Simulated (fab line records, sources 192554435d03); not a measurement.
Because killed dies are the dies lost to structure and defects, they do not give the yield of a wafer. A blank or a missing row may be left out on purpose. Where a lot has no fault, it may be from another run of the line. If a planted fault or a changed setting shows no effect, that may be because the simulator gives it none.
A lot that was struck, set against a sound lot || flow n5-finfet || 37 steps out of a route of 1938
Sound: the wafers L913.3, L913.4, L913.5. Wafers struck: L918.2, L918.4, L918.6. Last of all comes the cause.
At each step with rows: each side's tool, then ch and its chambers, then its first start. Under that, the readings that differ: sound wafers || struck wafers || difference of the means || sigmas: that difference in standard deviations of wafers without a fault.
alike: readings whose means differ by less than 2 such deviations, and words and numbers that are the same on both sides. not compared: withheld readings, readings that some wafer has no value for, bounds like >300 that may hide the same value, and numbers for which the record gives no deviation and whose values overlap.
A row with sigmas, a row that says differs or no value, or rows on one side alone: a step with any of these is where the two part. When numbers do not overlap yet have no deviation, they are printed without sigmas and do not part them. A reading that every wafer of one side lacks parts them only if that side has two wafers or more.

first, 9 steps without rows for these wafers: N5_WELL_APT_DESCUM_30 (chemistry O2, time 7.9 s); N5_WELL_APT_IMPLANT_31; N5_WELL_APT_IMPLANT_32; N5_WELL_APT_STRIP_33 (strips in SPM, time 900 s); N5_WELL_APT_RTA_34 (time 10 s); N5_WELL_APT_OXIDE_STRIP_42 (strips SiO2 in dHF, time 45 s, target depth 12 nm); N5_WELL_APT_PRECLEAN_36 (cleans in O3/DIW, time 45 s); N5_WELL_APT_PRECLEAN_39 (cleans in dHF, time 60 s); N5_WELL_APT_SRD_37 (time 30 s).
N5_WELL_APT_EPI_41: deposits Si from SiH4/H2, target thk 50 nm, time 297.7 s.
  sound on epi-rpcvd-01 ch 0, day 1 16:32; struck on epi-rpcvd-01 ch 0, day 2 22:04
{"reading": "model.Si_of_WELL_APT_EPI_41.thk-nm (nm)", "sound": "49.94 50.62 50.68", "struck": "39.35 40.13 39.2", "difference": -10.85, "sigmas": ""}
  alike: lamp-inner-pct, throttle-valve-pct
then, 24 steps without rows for these wafers: N5_PMOS_HMC_CHANNEL_EPI_HM_DEP_34 (deposits SiO2 from TEOS/O2, target thk 36 nm, time 6.9 s); N5_PMOS_HMC_CHANNEL_EPI_COAT_31 (time 60 s, resist thk 66 nm); N5_PMOS_HMC_CHANNEL_EPI_COAT_03 (resist thk 205 nm); N5_PMOS_HMC_CHANNEL_EPI_EBR_05; N5_PMOS_HMC_CHANNEL_EPI_SOFTBAKE_04 (time 60 s); N5_PMOS_HMC_CHANNEL_EPI_EXPOSE_06 (exposes mask PMOS HMC BLK, target cd 240 nm); N5_PMOS_HMC_CHANNEL_EPI_PEB_07 (peb time 60 s); N5_PMOS_HMC_CHANNEL_EPI_DEVELOP_08 (develop time 30 s); N5_PMOS_HMC_CHANNEL_EPI_DESCUM_14 (chemistry O2, time 7.9 s); N5_PMOS_HMC_CHANNEL_EPI_ETCH_32 (etches BARC in N2/H2, stops on SiO2, target depth 85.8 nm, time 50.3 s); N5_PMOS_HMC_CHANNEL_EPI_HM_OPEN_15 (chemistry CHF3/O2, target SiO2, target depth 40.6 nm, time 20.3 s); N5_PMOS_HMC_CHANNEL_EPI_STRIP_33 (strips in N2/H2); N5_PMOS_HMC_CHANNEL_EPI_STRIP_17 (strips in SPM, time 750 s); N5_PMOS_HMC_CHANNEL_EPI_ETCH_38 (etches SiO2 in CF4, target depth 1.5 nm); N5_PMOS_HMC_CHANNEL_EPI_FIN_RECESS_16 (chemistry HBr/Cl2, target Si, target depth 54 nm, time 18 s); N5_PMOS_HMC_CHANNEL_EPI_PRECLEAN_36 (cleans in O3/DIW, time 45 s); N5_PMOS_HMC_CHANNEL_EPI_PRECLEAN_18 (cleans in DHF, time 30 s); N5_PMOS_HMC_CHANNEL_EPI_SRD_19 (time 30 s); N5_PMOS_HMC_CHANNEL_EPI_EPI_20 (deposits SiGe30, target thk 59 nm); N5_PMOS_HMC_CHANNEL_EPI_HM_STRIP_35 (strips SiO2 in dHF, material SiO2, target depth 39.6 nm, time 216 s); N5_PMOS_HMC_CHANNEL_EPI_SRD_39 (time 30 s); N5_PMOS_HMC_CHANNEL_EPI_CMP_21 (polishes SiGe30, target thk 54 nm); N5_PMOS_HMC_CHANNEL_EPI_PRECLEAN_40 (cleans in DHF, time 30 s); N5_PMOS_HMC_CHANNEL_EPI_PRECLEAN_37 (cleans in O3/DIW, time 45 s).
N5_SD_EPI_N_STRIP_18: strips in SPM, time 750 s.
  sound on wet-bench-04 ch 0,3,5, day 3 01:31; struck on wet-bench-04 ch 2,4,7, day 4 08:31
{"reading": "model.Si_of_WELL_APT_EPI_41.thk-nm (nm)", "sound": "8.4 8.6 9", "struck": "5.2 5 5.2", "difference": -3.5, "sigmas": ""}
-- a jump in the record: the struck wafers' starts before and after are 6 days apart (it breaks off in module SD_EPI_N and resumes in module BEOL_M4, where the first step shown is number 1111 of the route) --
N5_BEOL_M4_RC_MEAS_101:
  sound on prober-02 ch 0, day 8 12:49; struck on prober-02 ch 0, day 9 21:40
{"reading": "CJ_N", "sound": "4.28 4.32 4.32", "struck": "5.01 4.97", "difference": "+0.68", "sigmas": "+8"}
{"reading": "CJ_P", "sound": "5.96 5.90 5.81", "struck": "3.98 4.06", "difference": -1.87, "sigmas": -14}
{"reading": "ION_N (uA/um)", "sound": "683 671 670", "struck": "643 650", "difference": -28, "sigmas": -3}
{"reading": "RS_PWELL (ohm/sq)", "sound": "2993 3002 2996", "struck": "3153 3189", "difference": "+174", "sigmas": "+7"}
  alike: DIBL_N, DIBL_P, IOFF_N, IOFF_P, ION_P, SS_N, SS_P, VT_N, VT_P
-- a jump in the record: the struck wafers' starts before and after are 5 days apart (it breaks off in module BEOL_M4 and resumes in module PASSIVATION, where the first step shown is number 1936 of the route) --
N5_PASSIVATION_PROBE_49:
  sound on prober-02, day 12 19:04; struck on prober-01, day 14 11:33
  alike: defect-limited-yield, killed_at_M0_to_M3, killed_at_M4_up, killed-at-contacts, killed-at-front-end, killed-at-other, killed-dies, killed-open, killed-short, sort_bin_5_function, sort_bin_6_memory, sort-n-pass, sort-yield-pct
  not compared: sort_bin_8_speed

## WHERE THEY PART
Only at N5_BEOL_M4_RC_MEAS_101, as far as this record shows. Later steps at which nothing parts them and some readings are alike: N5_PASSIVATION_PROBE_49.

WHY: what the simulator had put in
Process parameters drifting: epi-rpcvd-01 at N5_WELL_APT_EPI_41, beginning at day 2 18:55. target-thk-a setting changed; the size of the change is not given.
